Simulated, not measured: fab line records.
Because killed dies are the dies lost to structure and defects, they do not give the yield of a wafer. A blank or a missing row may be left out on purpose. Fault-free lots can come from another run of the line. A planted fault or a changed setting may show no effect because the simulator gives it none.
Matching of chambers / flow n5Finfet / N5_MOL_CONTACT_COAG_ALD_20 on aldMetal-02: 4 sister chambers
The step deposits TiN, target thk 1.5 nm, pulse time 1 s, purge time 3 s. 14 wafers are shown with their chamber, then 7 later ones without.

== WAFERS, EACH WITH ITS CHAMBER ==
wafer=L325.1; chamber=0; heaterPowerW (W)=731; precursorPulseHeightRel=0.995; chamberPressureTorr (Torr)=2.985
wafer=L325.3; chamber=1; heaterPowerW (W)=809; precursorPulseHeightRel=0.966; chamberPressureTorr (Torr)=3.002
wafer=L325.5; chamber=2; heaterPowerW (W)=775; precursorPulseHeightRel=0.980; chamberPressureTorr (Torr)=3.003
wafer=L334.1; chamber=3; heaterPowerW (W)=773; precursorPulseHeightRel=0.992; chamberPressureTorr (Torr)=3.007
wafer=L334.2; chamber=0; heaterPowerW (W)=733; precursorPulseHeightRel=1.010; chamberPressureTorr (Torr)=3.011
wafer=L334.5; chamber=0; heaterPowerW (W)=725; precursorPulseHeightRel=0.994; chamberPressureTorr (Torr)=3.002
wafer=L337.2; chamber=3; heaterPowerW (W)=776; precursorPulseHeightRel=1.037; chamberPressureTorr (Torr)=3.001
wafer=L337.4; chamber=0; heaterPowerW (W)=715; precursorPulseHeightRel=1.009; chamberPressureTorr (Torr)=2.994
wafer=L337.5; chamber=3; heaterPowerW (W)=751; precursorPulseHeightRel=1.005; chamberPressureTorr (Torr)=2.997
wafer=L338.3; chamber=0; heaterPowerW (W)=723; precursorPulseHeightRel=1.024; chamberPressureTorr (Torr)=2.997
wafer=L338.4; chamber=1; heaterPowerW (W)=790; precursorPulseHeightRel=1.005; chamberPressureTorr (Torr)=2.999
wafer=L338.5; chamber=3; heaterPowerW (W)=738; precursorPulseHeightRel=1.029; chamberPressureTorr (Torr)=2.998
wafer=L340.1; chamber=2; heaterPowerW (W)=762; precursorPulseHeightRel=1.008; chamberPressureTorr (Torr)=3.000
wafer=L340.2; chamber=1; heaterPowerW (W)=802; precursorPulseHeightRel=1.004; chamberPressureTorr (Torr)=2.992

SIGNATURES (means of the wafers above)
reading=heaterPowerW; chamber 0=725.40; chamber 1=800.33; chamber 2=768.50; chamber 3=759.50; scatter within a chamber=12.1
reading=precursorPulseHeightRel; chamber 0=1.00640; chamber 1=0.99167; chamber 2=0.99400; chamber 3=1.01575; scatter within a chamber=0.0182
reading=chamberPressureTorr; chamber 0=2.99780; chamber 1=2.99767; chamber 2=3.00150; chamber 3=3.00075; scatter within a chamber=0.00699
Rule: a wafer lies at a distance from a chamber equal to the root of the sum of squares, over the readings, of (its reading less the chamber's mean, divided by the reading's scatter). The wafer belongs to the nearest chamber; if the next one is less than 2 further off, it can't be placed. How the scatter is found: for the shown wafers, subtract from each reading the mean of its chamber, square and add these, divide the total by (wafers less chambers), then take the root.

== WAFERS WITHOUT THEIR CHAMBER ==
wafer=L340.4; heaterPowerW (W)=715; precursorPulseHeightRel=0.993; chamberPressureTorr (Torr)=2.994
wafer=L344.2; heaterPowerW (W)=755; precursorPulseHeightRel=0.982; chamberPressureTorr (Torr)=3.004
wafer=L344.4; heaterPowerW (W)=754; precursorPulseHeightRel=0.997; chamberPressureTorr (Torr)=3.004
wafer=L344.6; heaterPowerW (W)=807; precursorPulseHeightRel=0.937; chamberPressureTorr (Torr)=3.001
wafer=L348.1; heaterPowerW (W)=755; precursorPulseHeightRel=0.990; chamberPressureTorr (Torr)=3.006
wafer=L348.3; heaterPowerW (W)=708; precursorPulseHeightRel=0.991; chamberPressureTorr (Torr)=2.992
wafer=L348.6; heaterPowerW (W)=738; precursorPulseHeightRel=0.986; chamberPressureTorr (Torr)=3.002

== EACH ONE'S CHAMBER ==
wafer=L340.4; from the rows above=0; in truth=0
wafer=L344.2; from the rows above=can't be placed: 2 or 3 or 0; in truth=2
wafer=L344.4; from the rows above=can't be placed: 3 or 2 or 0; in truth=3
wafer=L344.6; from the rows above=can't be placed: 1 or 2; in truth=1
wafer=L348.1; from the rows above=can't be placed: 2 or 3 or 0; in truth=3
wafer=L348.3; from the rows above=0; in truth=0
wafer=L348.6; from the rows above=can't be placed: 0 or 3 or 2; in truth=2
Placed correctly: 2 of 7. From these rows, 5 cannot be placed; in 5 the true chamber is one of the candidates. 0 placed wrongly.
